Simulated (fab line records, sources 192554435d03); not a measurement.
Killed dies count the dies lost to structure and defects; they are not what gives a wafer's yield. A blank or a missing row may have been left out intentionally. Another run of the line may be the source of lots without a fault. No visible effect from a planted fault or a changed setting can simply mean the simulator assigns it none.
Code-filled problem report in 8D (eight disciplines) form | flow n5 finfet | the parts of the form that need people (team, actions taken, sign-off) are left out

== 1. THE ISSUE ==
At N5_BEOL_M6_CD_MEAS_11, cd nm averages 35.5 nm over 6 wafers from 2 lots, while fault-free wafers read 38.5 nm, standard deviation 0.4. That is -7.6 standard deviations from the usual mean.
The step: target cd 38.5 nm.
First observed at day 11 10:26: wafer L923.2, on cd sem-02. Wafers with a number at this step in the record: 24, from 8 lots. Rule for "out" (also "out of limits"): further than 4 standard deviations from the usual mean. The other wafers with a number count as sound.

== 2. WHAT IT IS AND WHAT IT IS NOT ==
question                    | is                     | is not
which readings at this step | cd nm                  | -
which lots                  | L922, L923             | L914, L930, L932, L933, L934, L937
which wafers of those lots  | all that have a number | -
read on which gauges        | cd sem-02, cd sem-03   | cd sem-01
when                        | from day 11 10:26      | up to then (3 sound wafers); but 15 sound wafers of L930, L932, L933, L934, L937 came after

== 3. THE SUSPECTS, EACH WITH WHAT RULES IT OUT ==
Counting: a tool stays on the suspect list if, at a process step up to the reading, it processed all lots that are out and no sound lot following the first of them.
- the gauge at N5_BEOL_M6_CD_MEAS_11: ruled out. 2 gauges (cd sem-02, cd sem-03) read the wafers that are out.
- arfi scanner-02 at N5_BEOL_M6_EXPOSE_08 (exposes mask M6): kept. All lots that are out passed through it, beginning with L923 at day 11 10:19, and no sound lot followed; its final sound lot before that point was L914 at day 9 04:00. On those wafers its own readings are out: exposure dose mJ cm2.
After counting, what remains is arfi scanner-02 at N5_BEOL_M6_EXPOSE_08.

== 4. THE CAUSE (what the simulator had put in) ==
Process parameter drift: arfi scanner-02, from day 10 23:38 on, at N5_BEOL_M6_EXPOSE_08. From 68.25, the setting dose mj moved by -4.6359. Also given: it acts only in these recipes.
The count eliminated every tool but this one.

== 5. SEQUENCE OF EFFECTS, ordered by route ==
Each row: a reading whose mean over the struck wafers that have a number lies more than 3 standard deviations from the usual. Readings are gone through only where the record gives a usual standard deviation; hours: the median, over the lots, of the time from a lot's start at the first step in this table giving one to that lot's start at this step; sigmas: the change measured in usual standard deviations.
hours | step                    | reading              | usual       | on struck wafers | change | sigmas
0     | N5_BEOL_M6_EXPOSE_08    | exposure dose mJ cm2 | 68.20       | 63.99            | -4.21  | -71
0     | N5_BEOL_M6_CD_MEAS_11   | cd nm                | 38.5 nm     | 35.5             | -3.0   | -7.6
2     | N5_BEOL_M6_CD_MEAS_18   | cd nm                | 40.0 nm     | 36.6             | -3.4   | -7.1
82    | N5_BEOL_M15_RC_MEAS_101 | SERP_M6              | 13.9 ohm/um | 16.2             | +2.3   | +5.5
82    | N5_BEOL_M15_RC_MEAS_101 | SERP_M6_max_site     | 14.6 ohm/um | 17.2             | +2.7   | +5.3
Process steps it contains:
- N5_BEOL_M6_EXPOSE_08: exposes mask M6.

== 6. HOW IT WOULD HAVE BEEN CAUGHT EARLIER ==
The first out-of-limits reading at a measuring or inspecting step in this record came at day 11 10:26, 11 hours after the fault's start at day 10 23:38.
Tool's own readings at N5_BEOL_M6_EXPOSE_08, exposure dose mJ cm2: out on all struck wafers the step has rows for; an alarm limit on them would have tripped on the first.
Of the lots that are out (2), L922 began N5_BEOL_M6_EXPOSE_08 on arfi scanner-02 after day 11 10:26. Holding the tool at that time would have saved it.
